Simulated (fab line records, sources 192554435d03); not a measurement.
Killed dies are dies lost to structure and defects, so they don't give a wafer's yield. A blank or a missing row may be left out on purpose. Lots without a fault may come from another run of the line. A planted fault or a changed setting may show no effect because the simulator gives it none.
Chamber matching | flow n5_finfet | N5_BEOL_M6_ILD_DEP_00 on pecvd-03: 3 sister chambers
The step deposits SiCOH lowk from DEMS/porogen, target thk 179.75 nm, time 33.4 s. 14 wafers are shown with their chamber, then 7 later ones without.

WAFERS WITH THEIR CHAMBER
wafer  | chamber | throttle_valve_pct (%) | heater_power_w (W) | showerhead_plenum_p_Torr (Torr)
L074.1 | 0       | 14.3                   | 323                | 5.731
L074.4 | 0       | 13.8                   | 325                | 5.734
L074.6 | 0       | 13.9                   | 325                | 5.727
L075.1 | 0       | 14.0                   | 292                | 5.711
L075.2 | 1       | 14.2                   | 355                | 5.753
L075.6 | 0       | 14.0                   | 304                | 5.732
L078.2 | 0       | 13.8                   | 341                | 5.737
L078.3 | 2       | 13.0                   | 297                | 5.742
L078.6 | 1       | 14.1                   | 341                | 5.745
L080.2 | 2       | 12.9                   | 288                | 5.725
L080.4 | 0       | 13.8                   | 312                | 5.717
L080.5 | 1       | 13.9                   | 334                | 5.735
L084.1 | 1       | 14.1                   | 338                | 5.737
L084.3 | 0       | 14.1                   | 277                | 5.724

SIGNATURES (means of the wafers above)
reading                  | chamber 0 | chamber 1 | chamber 2 | scatter within a chamber
throttle_valve_pct       | 13.963    | 14.075    | 12.950    | 0.157
heater_power_w           | 312.38    | 342.00    | 292.50    | 17.3
showerhead_plenum_p_Torr | 5.72663   | 5.74250   | 5.73350   | 0.00905
Rule: a wafer's distance from a chamber is the root of the sum, over the readings, of the square of ((its reading less the chamber's mean) divided by the reading's scatter). The wafer belongs to the nearest chamber; if the next one is less than 2 further off, it can't be placed. The scatter: the root of (the sum of the squares of (reading less its chamber's mean) over the shown wafers, divided by (wafers less chambers)).

WAFERS WITHOUT THEIR CHAMBER
wafer  | throttle_valve_pct (%) | heater_power_w (W) | showerhead_plenum_p_Torr (Torr)
L084.4 | 13.9                   | 351                | 5.748
L089.2 | 14.0                   | 284                | 5.748
L089.3 | 13.0                   | 255                | 5.750
L089.5 | 12.9                   | 252                | 5.748
L091.2 | 14.1                   | 328                | 5.736
L091.5 | 14.0                   | 350                | 5.752
L091.6 | 13.1                   | 297                | 5.756

WHICH CHAMBER EACH WENT THROUGH
wafer  | from the rows above     | in truth
L084.4 | can't be placed: 1 or 0 | 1
L089.2 | can't be placed: 0 or 1 | 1
L089.3 | 2                       | 2
L089.5 | 2                       | 2
L091.2 | can't be placed: 1 or 0 | 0
L091.5 | 1                       | 1
L091.6 | 2                       | 2
Placed correctly: 4 of 7. Can't be placed from these rows: 3 (the true chamber is among the candidates in 3). Placed wrongly: 0.
